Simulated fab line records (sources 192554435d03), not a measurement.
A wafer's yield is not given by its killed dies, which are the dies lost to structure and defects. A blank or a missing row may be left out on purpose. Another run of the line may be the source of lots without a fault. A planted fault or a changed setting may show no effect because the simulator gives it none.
Lot-split experiment | flow n5-finfet | 21 wafers read from 7 lots, route of 1938 steps

== THE SPLIT ==
At N5_BEOL_M7_ILD_DEP_00 (deposits SiCOH lowk from DEMS/porogen, target thk 179.75 nm, time 33.4 s), the setting time-s was moved away from the recipe's 33.4 s on 7 of the 21 wafers read, by -13.1% to +10.6%. This setting was run at the recipe's value on the other wafers.

== FROM SPLIT TO READING: 1 step shown by the file between the two ==
- N5_BEOL_M7_CURE_74: cures SiCOH lowk, time 240 s

== THE READING ==
At N5_BEOL_M7_THK_MEAS_01: M7_ILD_THK, given in nm. Fault-free wafers of this fab line usually give 155.9 nm, standard deviation 2 nm.

wafer  | tool, chamber at the split | time-s as run, s | against the recipe | M7_ILD_THK, nm | against lot-mates on the recipe
L074.2 | pecvd-04, 2                | 33.4             | recipe             | 154.4          | -
L074.3 | pecvd-04, 0                | 33.4             | recipe             | 154.1          | -
L074.5 | pecvd-04, 1                | 33.4             | recipe             | 157.6          | -
L081.3 | pecvd-01, 1                | 35.81            | +7.2%              | 164.0          | +8.7
L081.4 | pecvd-01, 2                | 33.4             | recipe             | 155.0          | -
L081.5 | pecvd-01, 1                | 33.4             | recipe             | 155.7          | -
L084.1 | pecvd-04, 1                | 33.4             | recipe             | 157.2          | -
L084.4 | pecvd-04, 0                | 29.02            | -13.1%             | 138.7          | -18.5
L084.6 | pecvd-04, 2                | 29.02            | -13.1%             | 137.8          | -19.4
L092.1 | pecvd-04, 2                | 33.4             | recipe             | 153.8          | -
L092.3 | pecvd-04, 0                | 33.4             | recipe             | 154.0          | -
L092.4 | pecvd-04, 1                | 36.94            | +10.6%             | 173.6          | +19.7
L088.2 | pecvd-01, 2                | 30.3             | -9.3%              | 137.7          | -16.2
L088.5 | pecvd-01, 2,1              | 33.4             | recipe             | 153.8          | -
L088.6 | pecvd-01, 2,1              | 33.4             | recipe             | 153.9          | -
L089.2 | pecvd-03, 1                | 33.4             | recipe             | 154.9          | -
L089.5 | pecvd-03, 1                | 35.38            | +5.9%              | 164.8          | +9.4
L089.6 | pecvd-03, 2                | 33.4             | recipe             | 155.9          | -
L093.1 | pecvd-04, 0                | 33.4             | recipe             | 153.3          | -
L093.5 | pecvd-04, 0                | 35.88            | +7.4%              | 167.8          | +13.4
L093.6 | pecvd-04, 2                | 33.4             | recipe             | 155.6          | -
Rows listing several chambers each stand for several wafers; the file does not say which wafer went through which chamber.

FIT RESULTS
A straight line over all 21 wafers: M7_ILD_THK changes by +1.48 nm for each +1% of time-s; r = +0.98; the points scatter about the line by 1.8 nm.
The same after taking each lot's own level away (the mean of its wafers on the recipe; 21 wafers): +1.57 nm for each +1%; r = +0.99; scatter 1.4 nm.
That fit puts the effect of the largest move of time-s on the reading at 21 nm.
Measured against the standard deviation above, the lots' own levels, which go from 153.85 to 157.20 nm, span 1.7 times it.
The two slopes are in agreement: the lot-to-lot level therefore moves the slope only a little.
Check: for one of the wafers moved furthest among these (-13.1%), held out of the fit, the line's prediction against its lot-mates is -21.2 nm. It came out at -18.5 nm against them.

== ADDITIONAL SPLITS CARRIED BY THESE WAFERS ==
Before the reading, these wafers also passed through other splits. Each is held against what the fit with the lots' levels taken away leaves over:
other split on the same wafers | wafers away from the commonest value | r with M7_ILD_THK (lot level and that fit taken away)
N5_BEOL_M5_ETCH_41 source-w    | 8                                    | -0.36

== THE WHOLE CHAIN: every reading that the file lists as answering this split, in the file's order ==
step                   | what it does                                                             | reading                                                                                  | change (the file's fit)              | r (the file's)
N5_BEOL_M7_ILD_DEP_00  | deposits SiCOH lowk from DEMS/porogen, target thk 179.75 nm, time 33.4 s | SiCOH_lowk_of_BEOL_M7_ILD_DEP_00.thk-nm (the simulator's own value, which no gauge read) | +1.85 nm for each +1% of the setting | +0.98
N5_BEOL_M7_CURE_74     | cures SiCOH lowk, time 240 s                                             | SiCOH_lowk_of_BEOL_M7_ILD_DEP_00.thk-nm (the simulator's own value, which no gauge read) | +1.61 nm for each +1% of the setting | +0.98
N5_BEOL_M7_THK_MEAS_01 |                                                                          | M7_ILD_THK                                                                               | +1.61 for each +1% of the setting    | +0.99

== FILE'S OWN FIT ==
M7_ILD_THK changes by +1.61 nm for each +1% of time-s, r = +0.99.
